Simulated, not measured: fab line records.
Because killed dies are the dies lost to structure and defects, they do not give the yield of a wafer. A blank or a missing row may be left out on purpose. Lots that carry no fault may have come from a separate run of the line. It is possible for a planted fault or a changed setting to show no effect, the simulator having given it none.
2 desks looking at one fault / flow n5Finfet / numbers are kept per desk, each desk with only its own; the story behind them comes last

AT THE TOOL OWNER'S DESK: cvdCo-01
The tool's own readings at N5_BEOL_M0_CVD_115 (deposits Co from CCTBA/H2, time 120 s): means of the sampled wafers that have a number, for each lot that ran on this tool. The brackets show how far a lot's mean lies from the usual mean; more than 4 standard deviations puts the lot out of limits, marked OUT.
Columns: A = chamberPressureTorr at N5_BEOL_M0_CVD_115, usual 30.00 Torr; B = runLengthS at N5_BEOL_M0_CVD_115, usual 142.8 s
lot=L330; first seen here=day 6 01:44; A=30.06; B=142.6
lot=L331; first seen here=day 6 03:23; A=29.98; B=142.8
lot=L340; first seen here=day 8 07:04; A=30.06; B=224.0 (+99 or more) OUT
lot=L341; first seen here=day 8 13:55; A=29.95; B=183.9 (+56) OUT
This desk's verdict: out of limits on L340, L341, starting with L340 at day 8 07:04 (runLengthS at N5_BEOL_M0_CVD_115). L330, L331 stayed within limits.

AT THE METROLOGY DESK
Lot by lot, what the gauges showed, no matter which tool ran the lot: averages of those sampled wafers that carry a number. The brackets show how far a lot's mean lies from the usual mean; more than 4 standard deviations puts the lot out of limits, marked OUT. 7 of its 10 readings are shown, namely those furthest out on some lot.
Columns: A = DIBL_N at N5_BEOL_M4_RC_MEAS_101, usual 36.3 mV/V; B = DIBL_P at N5_BEOL_M4_RC_MEAS_101, usual 36.6 mV/V; C = IOFF_N at N5_BEOL_M4_RC_MEAS_101, usual 0.17 nA/um; D = IOFF_P at N5_BEOL_M4_RC_MEAS_101, usual 0.23 nA/um; E = ION_N at N5_BEOL_M4_RC_MEAS_101, usual 682 uA/um; F = ION_P at N5_BEOL_M4_RC_MEAS_101, usual 468 uA/um; G = VT_P at N5_BEOL_M4_RC_MEAS_101, usual -248.9 mV
lot=L332; first seen here=day 9 01:44; A=37.2; B=38.7; C=0.20; D=0.28; E=694; F=478; G=-244.0
lot=L331; first seen here=day 9 21:16; A=37.0; B=37.1; C=0.19; D=0.24; E=668; F=461; G=-248.3
lot=L330; first seen here=day 9 21:41; A=35.7; B=36.8; C=0.15; D=0.20; E=675; F=459; G=-251.7
lot=L340; first seen here=day 11 04:05; A=34.5; B=34.1; C=0.14; D=0.21; E=674; F=472; G=-248.3
lot=L341; first seen here=day 12 11:08; A=34.4; B=34.8; C=0.14; D=0.20; E=676; F=464; G=-251.1
lot=L345; first seen here=day 13 22:39; A=38.5; B=39.5; C=0.22; D=0.25; E=691; F=471; G=-248.9
lot=L348; first seen here=day 15 13:55; A=34.7; B=35.6; C=0.15; D=0.20; E=675; F=466; G=-248.7
lot=L351; first seen here=day 15 20:26; A=35.8; B=36.6; C=0.20; D=0.23; E=699; F=475; G=-249.2
lot=L353; first seen here=day 16 15:31; A=34.5; B=34.2; C=0.14; D=0.18; E=673; F=461; G=-249.6
This desk's finding: nothing out of limits on any of the 9 lots.

BROUGHT TOGETHER
On L340, L341, at day 8 07:04, an alarm was possible from the tool owner's desk.
From the metrology desk's view, nothing was out of limits.
The metrology desk holds a record of L340, L341, inside its limits.
Every lot named ran N5_BEOL_M0_CVD_115 on cvdCo-01.

WHAT THE SIMULATOR HAD INSERTED
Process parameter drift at N5_BEOL_M0_CVD_115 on cvdCo-01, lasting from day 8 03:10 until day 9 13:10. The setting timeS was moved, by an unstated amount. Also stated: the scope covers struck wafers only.
Lots struck among those shown: L340, L341.
How many hours passed from the start of the fault until each desk's first out-of-limits reading: the tool owner's desk, 4.
